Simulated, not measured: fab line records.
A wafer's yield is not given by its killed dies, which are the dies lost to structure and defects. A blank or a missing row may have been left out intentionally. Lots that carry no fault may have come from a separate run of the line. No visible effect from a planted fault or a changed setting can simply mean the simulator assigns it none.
fab line records	flow nandHarc
[record] lots = 24	wafers = 72	lastDay = 25
route steps=1159 shown A_CONTACT@856
lots with no fault: from the same line, run without faults
startH: start of the lot's first displayed wafer, in hours after the record's first day	waitH: hours elapsed since this lot's preceding step	" repeats the value in the row above	L1.1+2: a row that stands for several wafers	- either no value or no given start	* or withheld: withheld	< > ~ a bound
route shown NAME@n: NAME is a module with steps in the file, n the number in the route of the first one	usual: average and standard deviation across the fault-free wafers	same: alike in all rows	chamber/n: place in a boat	sites: the reading at each site	_std_site: standard deviation of those values	_edge_site: inner sites' mean taken away from outer sites' mean	radiusMm: for every site, how far away it sits from the centre of the wafer	mask NAME#n: copy n	behind: tool/chamber where the wafer was last shaped	hold: why the lot went on hold/how many hours it stayed there/how the hold came to an end	device: the transistor (n, p or np) that didn't switch	end of line: at the end of the route, the tests of the same wafers	a step without rows: its recipe alone	killed: count of dies lost to structure and defects at first sort (not the wafer's yield)	map: a wafer's dies, x killed, . not, _ none there
set.NAME: the setting that was run; set.NAME@STEP: the one run at that earlier step	model.NAME: the simulator's own value behind a step, which no gauge read
steps of the route over a sample of lots; a table a step, a row a wafer
services: a tool's chamber out of use, with start hour (startH, from the record's first day; less than 0 if before it), hours out, and reason
[[steps]]
[step NHARC_A_CONTACT_INSPECT_44]
[usual] rawDefectCount = 27/15
lot.wafer	tool	chamber	startH	waitH	rawDefectCount
L075.2	defectInspect-01	-	360.33	0.0	25
L075.3	"	-	"	"	32
L075.4	"	-	"	"	24
L074.1	defectInspect-02	-	362.34	0.0	28
L074.5	"	-	"	"	12
L074.6	"	-	"	"	23
L077.3	defectInspect-01	-	373.60	0.0	8
L077.4	"	-	"	"	7
L077.6	"	-	"	"	3
L076.3	defectInspect-01	-	375.85	0.0	26
L076.4	"	-	"	"	21
L076.5	"	-	"	"	20
L079.4	defectInspect-02	-	390.04	0.0	9
L079.5	"	-	"	"	9
L079.6	"	-	"	"	6
L080.2	defectInspect-01	-	394.36	0.0	28
L080.5	"	-	"	"	18
L080.6	"	-	"	"	16
L081.1	defectInspect-02	-	400.16	0.0	21
L081.3	"	-	"	"	29
L081.4	"	-	"	"	22
L078.2	defectInspect-02	-	403.31	0.0	35
L078.5	"	-	"	"	27
L078.6	"	-	"	"	30
L083.1	defectInspect-02	-	410.87	0.0	23
L083.4	"	-	"	"	23
L083.6	"	-	"	"	24
L082.2	defectInspect-01	-	426.59	0.0	10
L082.5	"	-	"	"	12
L082.6	"	-	"	"	10
L084.4	defectInspect-01	-	427.12	0.0	39
L084.5	"	-	"	"	44
L084.6	"	-	"	"	39
L088.1	defectInspect-02	-	440.37	0.0	32
L088.5	"	-	"	"	26
L088.6	"	-	"	"	32
L086.1	defectInspect-01	-	440.61	0.0	10
L086.2	"	-	"	"	10
L086.3	"	-	"	"	8
L085.2	defectInspect-01	-	444.80	0.0	23
L085.3	"	-	"	"	20
L085.5	"	-	"	"	31
L087.1	defectInspect-02	-	445.56	0.0	39
L087.4	"	-	"	"	29
L087.5	"	-	"	"	33
L090.3	defectInspect-01	-	456.26	0.0	38
L090.5	"	-	"	"	28
L090.6	"	-	"	"	33
L089.1	defectInspect-01	-	457.01	0.0	35
L089.2	"	-	"	"	48
L089.5	"	-	"	"	33
L093.3	defectInspect-02	-	470.01	0.0	15
L093.4	"	-	"	"	18
L093.6	"	-	"	"	11
L092.2	defectInspect-01	-	471.67	0.0	16
L092.3	"	-	"	"	24
L092.6	"	-	"	"	19
L091.1	defectInspect-02	-	474.39	0.0	63
L091.4	"	-	"	"	44
L091.6	"	-	"	"	42
L094.1	defectInspect-02	-	492.71	0.0	59
L094.3	"	-	"	"	77
L094.4	"	-	"	"	60
L096.1	defectInspect-01	-	500.91	0.0	16
L096.2	"	-	"	"	22
L096.5	"	-	"	"	8
L095.2	defectInspect-02	-	501.67	0.0	34
L095.4	"	-	"	"	41
L095.5	"	-	"	"	52
L097.2	defectInspect-02	-	515.35	0.0	44
L097.3	"	-	"	"	59
L097.5	"	-	"	"	46
[step NHARC_A_CONTACT_ETCH_112]
[recipe] sourceW = withheld	pressureMtorr = 20	biasV = 3000	timeS = 94	targetDepthA = 9220	arFlowSccm = withheld	c4f8FlowSccm = withheld	o2FlowSccm = withheld	chemistry = C4F8/O2/Ar
lot.wafer	tool	chamber	startH	waitH	rfHoursCounterH
L075.2	harCapEtch-01	0	362.30	0.2	57
L075.4	"	0	"	"	-
L075.3	"	1	"	"	-
L074.1	harCapEtch-02	1	364.58	0.1	9
L074.6	"	0	"	"	-
L074.5	"	1	"	"	-
L077.3	harCapEtch-01	1	375.16	0.1	-
L077.4	"	0	"	"	-
L077.6	"	1	"	"	-
L076.3	harCapEtch-02	0	377.40	0.1	-
L076.4	"	1	"	"	-
L076.5	"	1	"	"	-
L079.4	harCapEtch-02	0	391.64	0.1	-
L079.5	"	1	"	"	-
L079.6	"	0	"	"	-
L080.2	harCapEtch-01	0	396.15	0.1	61
L080.6	"	1	"	"	-
L080.5	"	0	"	"	-
L081.1	harCapEtch-02	0	401.69	0.2	15
L081.3	"	0	"	"	-
L081.4	"	1	"	"	-
L078.2	harCapEtch-03	0	404.90	0.2	86
L078.5	"	0	"	"	-
L078.6	"	1	"	"	-
L083.1	harCapEtch-02	1	412.94	0.2	17
L083.4	"	0	"	"	-
L083.6	"	0	"	"	-
L082.2	harCapEtch-02	0	428.10	0.2	20
L082.6	"	0	"	"	-
L082.5	"	1	"	"	-
L084.4	harCapEtch-01	0	428.83	0.1	-
L084.6	"	0	"	"	-
L084.5	"	1	"	"	-
L088.1	harCapEtch-01	1	441.91	0.1	68
L088.6	"	0	"	"	-
L088.5	"	1	"	"	-
L086.1	harCapEtch-02	0	442.89	0.2	23
L086.2	"	1	"	"	23
L086.3	"	1	"	"	-
L085.2	harCapEtch-01	1	446.35	0.1	70
L085.3	"	0	"	"	-
L085.5	"	0	"	"	-
L087.1	harCapEtch-03	1	447.08	0.2	92
L087.4	"	0	"	"	-
L087.5	"	0	"	"	-
L090.3	harCapEtch-03	1	457.90	0.1	-
L090.5	"	1	"	"	-
L090.6	"	0	"	"	-
L089.2	harCapEtch-01	1	458.62	0.2	73
L089.1	"	0	"	"	73
L089.5	"	1	"	"	-
L093.4	harCapEtch-01	1	471.58	0.1	-
L093.3	"	0	"	"	-
L093.6	"	0	"	"	-
L092.2	harCapEtch-03	1	473.21	0.2	98
L092.3	"	1	"	"	-
L092.6	"	1	"	"	-
L091.1	harCapEtch-01	0	475.96	0.2	76
L091.4	"	1	"	"	-
L091.6	"	1	"	"	-
L094.1	harCapEtch-01	0	494.38	0.2	79
L094.4	"	0	"	"	-
L094.3	"	1	"	"	-
L096.1	harCapEtch-02	0	502.43	0.2	33
L096.2	"	1	"	"	33
L096.5	"	0	"	"	-
L095.2	harCapEtch-01	1	503.21	0.1	80
L095.4	"	0	"	"	-
L095.5	"	0	"	"	-
L097.2	harCapEtch-02	1	516.88	0.1	35
L097.3	"	0	"	"	-
L097.5	"	1	"	"	-
[step NHARC_A_CONTACT_INSPECT_71]
[usual] rawDefectCount = 27/14
lot.wafer	tool	chamber	startH	waitH	rawDefectCount
L075.2	defectInspect-02	-	369.36	0.0	28
L075.3	"	-	"	"	33
L075.4	"	-	"	"	25
L074.1	defectInspect-02	-	369.97	0.0	30
L074.5	"	-	"	"	15
L074.6	"	-	"	"	21
L077.3	defectInspect-01	-	380.49	0.0	6
L077.4	"	-	"	"	8
L077.6	"	-	"	"	6
L076.3	defectInspect-02	-	382.75	0.0	27
L076.4	"	-	"	"	20
L076.5	"	-	"	"	23
L079.4	defectInspect-01	-	398.22	0.0	7
L079.5	"	-	"	"	6
L079.6	"	-	"	"	5
L080.2	defectInspect-02	-	401.87	0.0	27
L080.5	"	-	"	"	18
L080.6	"	-	"	"	13
L081.1	defectInspect-02	-	407.05	0.0	21
L081.3	"	-	"	"	21
L081.4	"	-	"	"	20
L078.2	defectInspect-01	-	410.68	0.0	34
L078.5	"	-	"	"	29
L078.6	"	-	"	"	33
L083.1	defectInspect-01	-	418.41	0.0	23
L083.4	"	-	"	"	26
L083.6	"	-	"	"	22
L082.2	defectInspect-02	-	433.34	0.0	13
L082.5	"	-	"	"	12
L082.6	"	-	"	"	9
L084.4	defectInspect-02	-	434.16	0.0	36
L084.5	"	-	"	"	45
L084.6	"	-	"	"	39
L088.1	defectInspect-02	-	447.36	0.0	29
L088.5	"	-	"	"	28
L088.6	"	-	"	"	31
L086.1	defectInspect-02	-	449.12	0.0	16
L086.2	"	-	"	"	15
L086.3	"	-	"	"	15
L085.2	defectInspect-01	-	451.72	0.0	22
L085.3	"	-	"	"	20
L085.5	"	-	"	"	26
L087.1	defectInspect-02	-	452.48	0.0	38
L087.4	"	-	"	"	31
L087.5	"	-	"	"	34
L090.3	defectInspect-01	-	463.28	0.0	39
L090.5	"	-	"	"	29
L090.6	"	-	"	"	36
L089.1	defectInspect-01	-	464.01	0.0	36
L089.2	"	-	"	"	46
L089.5	"	-	"	"	35
L093.3	defectInspect-01	-	476.87	0.0	14
L093.4	"	-	"	"	19
L093.6	"	-	"	"	10
L092.2	defectInspect-02	-	481.93	0.0	19
L092.3	"	-	"	"	27
L092.6	"	-	"	"	14
L091.1	defectInspect-01	-	485.47	0.0	57
L091.4	"	-	"	"	49
L091.6	"	-	"	"	44
L094.1	defectInspect-01	-	499.94	0.0	56
L094.3	"	-	"	"	73
L094.4	"	-	"	"	54
L096.1	defectInspect-01	-	509.27	0.0	16
L096.2	"	-	"	"	23
L096.5	"	-	"	"	7
L095.2	defectInspect-02	-	509.42	0.0	38
L095.4	"	-	"	"	40
L095.5	"	-	"	"	50
L097.2	defectInspect-01	-	522.46	0.0	50
L097.3	"	-	"	"	60
L097.5	"	-	"	"	47
[step NHARC_A_CONTACT_ETCH_78]
[recipe] targetDepthA = 28000	overEtchFrac = 0.3	timeS = 728	ionEnergyEv = 150	o2FlowSccm = 400	cosFlowSccm = 20	arFlowSccm = 0	rfW = 500	biasW = 300	chemistry = O2/COS
[usual] drypumpMotorCurrentA = 5.8/0.4	oesProductAu = 0.997/0.011	rfVppV = 314.5/2.3	showerheadPlenumPTorr = 3.15/0.15	throttleValvePct = 28.329/0.0086
lot.wafer	tool	chamber	startH	waitH	drypumpMotorCurrentA	oesProductAu	rfHoursCounterH	rfVppV	showerheadPlenumPTorr	throttleValvePct
L075.3	rieDiel-09	2	-	-	5.6	1.004	41	314.0	3.14	28.339
L075.2	"	0	"	"	5.5	1.005	42	311.7	2.95	28.346
L075.4	"	1	"	"	5.2	0.988	39	315.1	3.25	28.336
L074.1	rieDiel-10	3	-	-	5.5	0.980	1	313.8	3.15	28.335
L074.6	"	3	"	"	5.5	0.986	-	316.2	3.15	28.335
L074.5	"	0	"	"	5.7	1.017	-	316.1	3.32	28.314
L077.3	rieDiel-10	2	-	-	6.8	0.985	3	316.1	3.28	28.309
L077.4	"	1	"	"	5.7	0.999	3	311.1	2.92	28.328
L077.6	"	2	"	"	6.8	0.997	-	314.9	3.28	28.318
L076.3	rieDiel-10	1	-	-	5.7	1.000	3	311.0	2.92	28.331
L076.4	"	3	"	"	5.5	0.989	4	315.1	3.15	28.336
L076.5	"	1	"	"	5.7	0.992	-	313.2	2.92	28.321
L079.4	rieDiel-10	1	-	-	5.7	0.992	5	310.8	2.92	28.334
L079.5	"	0	"	"	5.7	1.011	-	317.5	3.32	28.337
L079.6	"	1	"	"	5.7	1.001	-	311.1	2.92	28.338
L080.2	rieDiel-02	2	-	-	5.9	0.974	25	317.7	3.33	28.334
L080.6	"	1	"	"	5.6	0.987	-	314.1	3.12	28.319
L080.5	"	2	"	"	5.9	0.972	-	318.9	3.33	28.320
L081.1	rieDiel-10	1	-	-	5.7	0.997	6	311.3	2.92	28.318
L081.3	"	3	"	"	5.5	0.976	7	312.8	3.14	28.342
L081.4	"	0	"	"	5.7	1.006	7	316.4	3.31	28.341
L078.2	rieDiel-02	2	-	-	5.9	0.974	31	316.0	3.33	28.330
L078.5	"	1	"	"	5.5	0.977	-	314.1	3.12	28.320
L078.6	"	2	"	"	5.9	0.970	-	317.1	3.33	28.333
L083.1	rieDiel-09	1	-	-	5.2	0.995	56	315.4	3.24	28.339
L083.4	"	2	"	"	5.6	1.007	54	313.8	3.13	28.322
L083.6	"	0	"	"	5.6	1.013	-	311.1	2.94	28.331
L082.2	rieDiel-02	3	-	-	5.6	0.989	35	312.4	2.94	28.325
L082.5	"	2	"	"	5.9	0.977	-	317.8	3.32	28.332
L082.6	"	3	"	"	5.6	1.000	-	312.1	2.94	28.324
L084.4	rieDiel-10	3	-	-	5.5	0.986	11	314.3	3.14	28.330
L084.5	"	2	"	"	6.7	0.994	-	316.0	3.28	28.333
L084.6	"	3	"	"	5.5	0.988	-	314.0	3.14	28.327
L088.1	rieDiel-10	1	-	-	5.8	1.005	14	310.0	2.91	28.336
L088.6	"	2	"	"	6.7	0.987	-	317.5	3.27	28.340
L088.5	"	3	"	"	5.5	0.997	-	313.5	3.14	28.334
L086.1	rieDiel-09	1	-	-	5.2	1.000	4	314.7	3.24	28.311
L086.3	"	2	"	"	5.6	1.004	2	314.3	3.13	28.326
L086.2	"	3	"	"	6.2	1.011	3	317.6	3.30	28.323
L085.3	rieDiel-10	1	-	-	5.7	1.000	15	311.0	2.91	28.316
L085.2	"	2	"	"	6.8	1.005	15	315.7	3.27	28.311
L085.5	"	0	"	"	5.7	1.011	-	316.6	3.31	28.333
L087.1	rieDiel-10	0	-	-	5.7	1.002	15	317.3	3.31	28.332
L087.4	"	1	"	"	5.8	0.987	16	311.2	2.91	28.329
L087.5	"	1	"	"	5.7	1.004	-	310.9	2.91	28.316
L090.3	rieDiel-10	3	-	-	5.5	0.991	18	314.2	3.14	28.323
L090.5	"	0	"	"	5.7	1.008	-	316.6	3.31	28.322
L090.6	"	1	"	"	5.8	1.005	-	311.6	2.91	28.317
L089.2	rieDiel-10	0	-	-	5.7	1.007	19	315.9	3.31	28.317
L089.1	"	1	"	"	5.7	1.002	19	311.6	2.91	28.330
L089.5	"	0	"	"	5.7	1.005	-	316.0	3.31	28.334
L093.3	rieDiel-10	3	-	-	5.5	1.002	21	314.7	3.14	28.325
L093.6	"	0	"	"	5.7	0.996	-	315.9	3.31	28.330
L093.4	"	1	"	"	5.8	1.008	-	311.1	2.91	28.338
L092.2	rieDiel-09	3	-	-	6.2	1.015	15	317.7	3.30	28.317
L092.3	"	1	"	"	5.2	0.978	16	316.2	3.23	28.340
L092.6	"	3	"	"	6.2	1.012	-	317.8	3.30	28.330
L091.1	rieDiel-02	1	-	-	5.6	0.991	60	313.3	3.11	28.314
L091.4	"	0	"	"	5.8	1.002	59	312.6	3.09	28.329
L091.6	"	2	"	"	5.9	0.988	-	316.2	3.31	28.332
L094.1	rieDiel-10	3	-	-	5.5	0.982	23	313.9	3.14	28.324
L094.4	"	0	"	"	5.7	1.016	24	315.3	3.31	28.319
L094.3	"	2	"	"	6.7	1.004	19	315.1	3.27	28.328
L096.1	rieDiel-09	0	-	-	5.5	0.996	25	309.5	2.93	28.322
L096.2	"	2	"	"	5.6	1.009	25	313.6	3.12	28.334
L096.5	"	0	"	"	5.5	0.998	-	313.1	2.93	28.326
L095.2	rieDiel-09	0	-	-	5.6	1.012	25	310.7	2.93	28.340
L095.4	"	2	"	"	5.6	1.007	25	313.8	3.12	28.318
L095.5	"	0	"	"	5.6	1.003	-	310.1	2.93	28.326
L097.3	rieDiel-09	2	-	-	5.6	1.006	29	314.0	3.12	28.316
L097.2	"	3	"	"	6.2	1.008	30	315.4	3.29	28.339
L097.5	"	1	"	"	5.2	0.990	-	315.5	3.22	28.345
[step NHARC_A_CONTACT_ETCH_106]
[recipe] targetDepthA = 600	overetchA = 60	timeS = 33	ionEnergyEv = 100	cf4FlowSccm = 80	o2FlowSccm = 20	arFlowSccm = 0	rfW = 300	biasW = 100	chemistry = CF4/O2
[usual] drypumpMotorCurrentA = 5.8/0.42	oesProductAu = 1.001/0.0098	rfVppV = 198.1/1.5	showerheadPlenumPTorr = 1.35/0.067	throttleValvePct = 13.398/0.0095
lot.wafer	tool	chamber	startH	waitH	drypumpMotorCurrentA	oesProductAu	rfHoursCounterH	rfVppV	showerheadPlenumPTorr	throttleValvePct
L075.2	rieDiel-09	0	372.96	0.0	5.5	0.998	43	196.1	1.26	13.405
L075.3	"	2	"	"	5.6	1.005	42	198.3	1.34	13.392
L075.4	"	3	"	"	6.2	1.002	44	199.5	1.42	13.389
L074.1	rieDiel-10	1	373.59	0.1	5.7	1.010	1	196.2	1.25	13.395
L074.5	"	3	"	"	5.5	0.989	-	199.2	1.35	13.400
L074.6	"	0	"	"	5.7	1.020	-	200.2	1.42	13.401
L077.4	rieDiel-10	2	384.22	0.1	6.7	1.000	4	199.6	1.40	13.384
L077.3	"	3	"	"	5.4	0.986	4	200.0	1.35	13.395
L077.6	"	1	"	"	5.7	1.005	-	194.7	1.25	13.413
L076.3	rieDiel-09	2	386.46	0.1	5.6	0.999	46	198.3	1.34	13.390
L076.5	"	2	"	"	5.6	1.003	-	198.5	1.34	13.404
L076.4	"	3	"	"	6.2	0.998	-	199.1	1.42	13.416
L079.4	rieDiel-10	2	401.81	0.1	6.7	1.003	7	198.3	1.40	13.416
L079.5	"	1	"	"	5.7	0.999	-	194.8	1.25	13.402
L079.6	"	2	"	"	6.7	1.007	-	199.1	1.40	13.395
L080.2	rieDiel-10	1	405.53	0.1	5.8	0.991	6	194.4	1.25	13.383
L080.6	"	2	"	"	6.7	1.006	-	198.6	1.40	13.388
L080.5	"	3	"	"	5.5	0.980	-	198.5	1.34	13.395
L081.3	rieDiel-09	0	410.85	0.1	5.6	1.004	59	196.3	1.26	13.403
L081.1	"	1	"	"	5.2	0.994	53	199.6	1.39	13.393
L081.4	"	1	"	"	5.2	0.986	-	200.7	1.39	13.396
L078.2	rieDiel-10	2	417.10	0.1	6.7	1.014	9	198.0	1.40	13.405
L078.6	"	0	"	"	5.7	1.021	-	198.4	1.42	13.395
L078.5	"	1	"	"	5.7	1.008	-	195.7	1.24	13.389
L083.1	rieDiel-02	1	422.02	0.1	5.6	0.986	33	198.0	1.33	13.410
L083.4	"	3	"	"	5.6	0.994	30	196.3	1.25	13.403
L083.6	"	0	"	"	5.8	1.011	-	198.1	1.33	13.414
L082.2	rieDiel-02	1	437.62	0.1	5.5	0.991	40	197.3	1.33	13.413
L082.5	"	1	"	"	5.6	0.989	-	197.1	1.33	13.398
L082.6	"	2	"	"	5.9	0.991	-	199.9	1.42	13.384
L084.4	rieDiel-10	2	437.80	0.1	6.7	1.008	12	198.7	1.40	13.405
L084.6	"	0	"	"	5.7	1.015	-	199.8	1.42	13.400
L084.5	"	1	"	"	5.7	1.011	-	195.9	1.24	13.389
L088.1	rieDiel-10	3	450.98	0.1	5.4	0.986	14	196.9	1.34	13.396
L088.6	"	0	"	"	5.7	1.005	-	198.9	1.42	13.403
L088.5	"	1	"	"	5.8	0.998	-	196.6	1.24	13.393
L086.2	rieDiel-10	2	453.33	0.3	6.7	1.006	15	197.6	1.40	13.389
L086.1	"	3	"	"	5.4	0.998	15	198.1	1.34	13.403
L086.3	"	0	"	"	5.7	1.017	15	198.7	1.42	13.398
L085.2	rieDiel-10	3	455.41	0.1	5.5	1.005	15	197.7	1.34	13.404
L085.3	"	2	"	"	6.7	1.004	16	199.4	1.40	13.384
L085.5	"	3	"	"	5.5	1.000	-	198.7	1.34	13.400
L087.4	rieDiel-10	3	456.98	0.1	5.5	0.994	16	198.3	1.34	13.389
L087.1	"	1	"	"	5.8	1.000	17	196.9	1.24	13.399
L087.5	"	3	"	"	5.5	0.987	-	198.1	1.34	13.392
L090.3	rieDiel-10	1	467.43	0.1	5.7	1.009	19	196.4	1.24	13.406
L090.6	"	1	"	"	5.7	1.011	-	197.4	1.24	13.396
L090.5	"	3	"	"	5.4	0.998	-	198.9	1.34	13.393
L089.1	rieDiel-10	0	468.48	0.1	5.7	1.010	19	199.5	1.42	13.387
L089.2	"	1	"	"	5.7	0.996	19	195.7	1.24	13.395
L089.5	"	1	"	"	5.7	0.999	-	194.8	1.24	13.398
L093.4	rieDiel-02	0	480.73	0.1	5.8	1.009	58	198.4	1.32	13.428
L093.3	"	3	"	"	5.5	0.998	56	196.3	1.25	13.405
L093.6	"	1	"	"	5.6	0.986	-	196.6	1.33	13.391
L092.2	rieDiel-10	3	485.58	0.1	5.4	0.993	22	198.5	1.34	13.400
L092.3	"	0	"	"	5.7	1.007	22	199.7	1.42	13.399
L092.6	"	1	"	"	5.7	1.008	-	196.7	1.24	13.398
L091.1	rieDiel-10	1	489.09	0.1	5.8	1.005	22	196.5	1.24	13.415
L091.4	"	3	"	"	5.4	0.995	22	198.2	1.34	13.400
L091.6	"	0	"	"	5.7	1.017	-	198.7	1.42	13.379
L094.3	rieDiel-10	3	503.55	0.1	5.4	0.990	24	197.9	1.34	13.395
L094.4	"	0	"	"	5.7	1.020	25	199.4	1.42	13.405
L094.1	"	1	"	"	5.7	1.011	25	196.3	1.24	13.402
L096.2	rieDiel-09	1	513.04	0.0	5.2	0.993	26	198.4	1.38	13.412
L096.1	"	2	"	"	5.6	1.007	25	198.3	1.33	13.394
L096.5	"	2	"	"	5.6	1.004	-	198.9	1.33	13.397
L095.4	rieDiel-10	3	513.43	0.1	5.5	0.980	25	198.5	1.34	13.405
L095.2	"	0	"	"	5.7	1.015	26	201.1	1.42	13.396
L095.5	"	0	"	"	5.7	1.011	-	199.4	1.42	13.407
L097.3	rieDiel-02	1	526.16	0.1	5.6	1.001	5	197.5	1.33	13.402
L097.2	"	3	"	"	5.5	1.007	5	197.4	1.25	13.396
L097.5	"	1	"	"	5.6	1.001	-	198.5	1.32	13.416
[step NHARC_A_CONTACT_ETCH_88]
[recipe] targetDepthA = 390	overEtchFrac = 0.3	timeS = 65	ionEnergyEv = 80	cf4FlowSccm = 150	arFlowSccm = 0	rfW = 300	biasW = 100	chemistry = CF4
[usual] drypumpMotorCurrentA = 5.8/0.37	oesProductAu = 1.000/0.01	rfVppV = 151.4/1.3	showerheadPlenumPTorr = 1.78/0.083	throttleValvePct = 13.284/0.0085
lot.wafer	tool	chamber	startH	waitH	drypumpMotorCurrentA	oesProductAu	rfHoursCounterH	rfVppV	showerheadPlenumPTorr	throttleValvePct
L075.4	rieDiel-10	0	375.85	0.1	5.7	1.020	2	152.1	1.88	13.273
L075.2	"	2	"	"	6.7	0.999	1	152.4	1.86	13.283
L075.3	"	3	"	"	5.4	0.987	2	150.7	1.78	13.287
L074.1	rieDiel-10	2	377.10	0.1	6.7	0.997	2	150.4	1.86	13.278
L074.5	"	0	"	"	5.7	1.004	-	153.0	1.88	13.286
L074.6	"	1	"	"	5.7	0.996	-	149.7	1.66	13.282
L077.3	rieDiel-09	0	387.15	0.1	5.6	1.011	48	149.9	1.67	13.274
L077.4	"	3	"	"	6.2	0.995	-	152.8	1.88	13.287
L077.6	"	0	"	"	5.6	1.005	-	150.1	1.67	13.274
L076.3	rieDiel-10	2	389.57	0.1	6.7	1.002	5	152.1	1.86	13.267
L076.4	"	3	"	"	5.5	0.988	5	152.2	1.78	13.292
L076.5	"	3	"	"	5.5	0.984	-	151.2	1.78	13.286
L079.4	rieDiel-02	2	404.60	0.1	5.9	0.990	26	152.6	1.88	13.280
L079.5	"	1	"	"	5.6	0.987	-	151.4	1.77	13.281
L079.6	"	2	"	"	5.9	0.984	-	151.9	1.88	13.293
L080.2	rieDiel-02	1	408.46	0.1	5.6	0.976	27	151.4	1.77	13.296
L080.5	"	3	"	"	5.5	0.986	-	148.9	1.67	13.272
L080.6	"	0	"	"	5.8	1.003	-	151.4	1.76	13.286
L081.1	rieDiel-10	0	414.88	0.1	5.7	1.001	8	153.5	1.88	13.279
L081.3	"	2	"	"	6.7	1.007	8	154.1	1.85	13.293
L081.4	"	3	"	"	5.4	0.996	8	151.6	1.78	13.281
L078.2	rieDiel-10	1	421.92	0.1	5.8	1.006	9	150.5	1.65	13.287
L078.5	"	2	"	"	6.8	0.994	-	153.0	1.86	13.286
L078.6	"	3	"	"	5.4	0.985	-	151.6	1.78	13.287
L083.4	rieDiel-10	0	425.00	0.1	5.7	1.009	9	153.4	1.88	13.275
L083.1	"	2	"	"	6.8	1.011	10	151.7	1.85	13.293
L083.6	"	1	"	"	5.8	1.008	-	149.9	1.65	13.281
L082.2	rieDiel-09	0	440.60	0.1	5.6	0.998	0	151.1	1.67	13.280
L082.6	"	1	"	"	5.2	1.001	-	153.2	1.83	13.285
L082.5	"	0	"	"	5.6	0.999	-	150.4	1.67	13.286
L084.4	rieDiel-10	0	441.82	0.1	5.7	1.022	12	152.3	1.88	13.292
L084.6	"	3	"	"	5.4	0.996	-	150.2	1.78	13.291
L084.5	"	0	"	"	5.7	1.016	-	152.9	1.88	13.275
L088.1	rieDiel-02	3	453.88	0.1	5.5	1.012	43	150.7	1.66	13.283
L088.6	"	0	"	"	5.8	1.003	-	151.8	1.76	13.285
L088.5	"	1	"	"	5.6	0.990	-	151.1	1.76	13.282
L086.2	rieDiel-10	3	458.43	0.1	5.5	1.001	16	152.1	1.78	13.271
L086.3	"	1	"	"	5.7	1.006	17	150.4	1.65	13.277
L086.1	"	2	"	"	6.7	1.001	17	150.9	1.85	13.305
L085.2	rieDiel-02	2	461.42	0.1	5.9	0.986	49	152.8	1.88	13.266
L085.3	"	3	"	"	5.5	0.995	46	149.9	1.66	13.275
L085.5	"	1	"	"	5.6	0.980	-	152.2	1.76	13.290
L087.1	rieDiel-02	2	461.74	0.3	5.9	0.992	49	153.3	1.88	13.287
L087.4	"	3	"	"	5.5	1.000	46	150.9	1.66	13.294
L087.5	"	1	"	"	5.6	0.997	-	150.9	1.76	13.289
L090.3	rieDiel-10	1	470.90	0.1	5.8	1.007	19	149.5	1.65	13.271
L090.5	"	3	"	"	5.4	1.001	-	151.2	1.78	13.263
L090.6	"	1	"	"	5.8	1.005	-	148.8	1.65	13.280
L089.2	rieDiel-10	1	472.21	0.2	5.7	0.997	20	149.8	1.65	13.287
L089.1	"	3	"	"	5.4	0.994	20	151.6	1.78	13.290
L089.5	"	3	"	"	5.5	0.997	-	150.4	1.78	13.284
L093.4	rieDiel-02	0	488.78	0.1	5.8	0.988	59	151.9	1.75	13.291
L093.3	"	2	"	"	5.9	0.983	59	153.1	1.87	13.277
L093.6	"	0	"	"	5.8	0.991	-	150.4	1.75	13.271
L092.2	rieDiel-10	0	492.53	0.1	5.7	1.016	22	152.0	1.87	13.290
L092.3	"	2	"	"	6.7	1.001	18	151.7	1.85	13.289
L092.6	"	0	"	"	5.7	1.021	-	153.0	1.87	13.274
L091.4	rieDiel-09	3	493.83	0.1	6.2	0.993	20	152.9	1.87	13.282
L091.1	"	1	"	"	5.2	0.980	19	152.9	1.83	13.288
L091.6	"	3	"	"	6.2	1.001	-	152.9	1.87	13.274
L094.4	rieDiel-10	0	506.35	0.1	5.7	1.005	25	151.6	1.87	13.264
L094.1	"	1	"	"	5.8	0.989	25	148.9	1.65	13.283
L094.3	"	3	"	"	5.5	0.994	25	152.0	1.78	13.292
L096.1	rieDiel-09	3	516.24	0.1	6.2	1.011	27	153.1	1.86	13.279
L096.2	"	0	"	"	5.5	0.999	26	149.1	1.66	13.302
L096.5	"	2	"	"	5.6	1.011	-	151.7	1.77	13.281
L095.2	rieDiel-10	2	516.46	0.1	6.7	1.005	22	152.4	1.85	13.269
L095.4	"	0	"	"	5.7	1.010	26	152.2	1.87	13.284
L095.5	"	2	"	"	6.7	0.995	-	153.2	1.85	13.257
L097.3	rieDiel-02	3	529.15	0.1	5.6	1.001	6	150.5	1.66	13.291
L097.2	"	0	"	"	5.8	0.990	6	149.7	1.75	13.292
L097.5	"	3	"	"	5.5	1.011	-	150.0	1.66	13.280
[[services]]
tool	chamber	startH	hours	kind
harCapEtch-03	-	346.23	0.3	repair
rieDiel-10	-	353.58	9.0	pm
rieDiel-10	0	353.58	9.0	ventCycle
rieDiel-10	1	353.58	9.0	ventCycle
rieDiel-10	2	353.58	9.0	ventCycle
rieDiel-10	3	353.58	9.0	ventCycle
rieDiel-10	0	362.58	-	clean
rieDiel-10	1	362.58	-	clean
rieDiel-10	2	362.58	-	clean
rieDiel-10	3	362.58	-	clean
rieDiel-02	1	377.35	2.2	repair
rieDiel-10	0	387.08	-	clean
rieDiel-10	1	387.08	-	clean
rieDiel-10	2	387.08	-	clean
rieDiel-10	3	387.08	-	clean
rieDiel-09	2	401.69	12.6	repair
harCapEtch-02	-	408.66	1.6	repair
rieDiel-10	0	411.58	-	clean
rieDiel-09	2	428.25	14.1	repair
rieDiel-09	-	431.26	9.0	pm
rieDiel-09	3	453.44	1.9	repair
rieDiel-09	-	461.79	0.3	repair
rieDiel-10	2	462.02	18.7	repair
rieDiel-02	-	505.18	9.0	pm
[[key]]
fault none
